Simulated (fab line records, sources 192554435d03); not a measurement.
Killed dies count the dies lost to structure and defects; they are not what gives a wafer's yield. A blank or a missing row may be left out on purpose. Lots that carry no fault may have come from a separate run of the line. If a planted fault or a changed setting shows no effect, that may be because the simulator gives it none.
Chamber matching + flow n5Finfet + N5_MOL_CONTACT_COAG_ETCHBACK_136 on rieDiel-01: 4 sister chambers
The step etches SiO2 in CHF3, target depth 25 nm, time 16.7 s. 14 wafers are shown with their chamber, then 7 later ones without.

== WAFERS PAIRED WITH THEIR CHAMBERS ==
| wafer  | chamber | rfVppV (V) | drypumpMotorCurrentA (A) | showerheadPlenumPTorr (Torr) |
|--------|---------|------------|--------------------------|------------------------------|
| L077.3 | 0       | 494        | 6.2                      | 2.29                         |
| L077.4 | 3       | 547        | 5.4                      | 2.31                         |
| L077.5 | 2       | 512        | 5.6                      | 2.38                         |
| L086.1 | 2       | 510        | 5.6                      | 2.38                         |
| L086.3 | 3       | 547        | 5.4                      | 2.30                         |
| L086.5 | 0       | 495        | 6.3                      | 2.28                         |
| L088.1 | 0       | 493        | 6.3                      | 2.28                         |
| L088.3 | 2       | 511        | 5.6                      | 2.37                         |
| L088.4 | 1       | 537        | 5.8                      | 2.32                         |
| L090.1 | 3       | 545        | 5.4                      | 2.30                         |
| L090.2 | 0       | 492        | 6.2                      | 2.28                         |
| L090.4 | 2       | 511        | 5.6                      | 2.37                         |
| L091.4 | 1       | 536        | 5.7                      | 2.32                         |
| L091.5 | 3       | 547        | 5.4                      | 2.30                         |

SIGNATURES, as means of the wafers listed above
| reading               | chamber 0 | chamber 1 | chamber 2 | chamber 3 | scatter within a chamber |
|-----------------------|-----------|-----------|-----------|-----------|--------------------------|
| rfVppV                | 493.50    | 536.50    | 511.00    | 546.50    | 1.02                     |
| drypumpMotorCurrentA  | 6.250     | 5.750     | 5.600     | 5.400     | 0.0387                   |
| showerheadPlenumPTorr | 2.2825    | 2.3200    | 2.3750    | 2.3025    | 0.005                    |
Rule: a wafer lies at a distance from a chamber equal to the root of the sum of squares, over the readings, of (its reading less the chamber's mean, divided by the reading's scatter). If the next closest chamber is less than 2 further off than the closest, the wafer can't be placed; otherwise it belongs to the closest. The scatter: take each reading less its chamber's mean, square it, sum over the shown wafers, divide by the number of wafers less the number of chambers, and take the root.

== WAFERS WHOSE CHAMBER IS MISSING ==
| wafer  | rfVppV (V) | drypumpMotorCurrentA (A) | showerheadPlenumPTorr (Torr) |
|--------|------------|--------------------------|------------------------------|
| L091.6 | 511        | 5.6                      | 2.37                         |
| L093.1 | 512        | 5.7                      | 2.37                         |
| L093.2 | 537        | 5.8                      | 2.32                         |
| L093.5 | 548        | 5.4                      | 2.30                         |
| L096.3 | 511        | 5.6                      | 2.37                         |
| L096.5 | 493        | 6.2                      | 2.27                         |
| L096.6 | 547        | 5.4                      | 2.29                         |

== EACH ONE'S CHAMBER ==
| wafer  | from the rows above | in truth |
|--------|---------------------|----------|
| L091.6 | 2                   | 2        |
| L093.1 | 2                   | 2        |
| L093.2 | 1                   | 1        |
| L093.5 | 3                   | 3        |
| L096.3 | 2                   | 2        |
| L096.5 | 0                   | 0        |
| L096.6 | 3                   | 3        |
7 of 7 placed correctly. Left unplaced by these rows: 0. 0 placed wrongly.
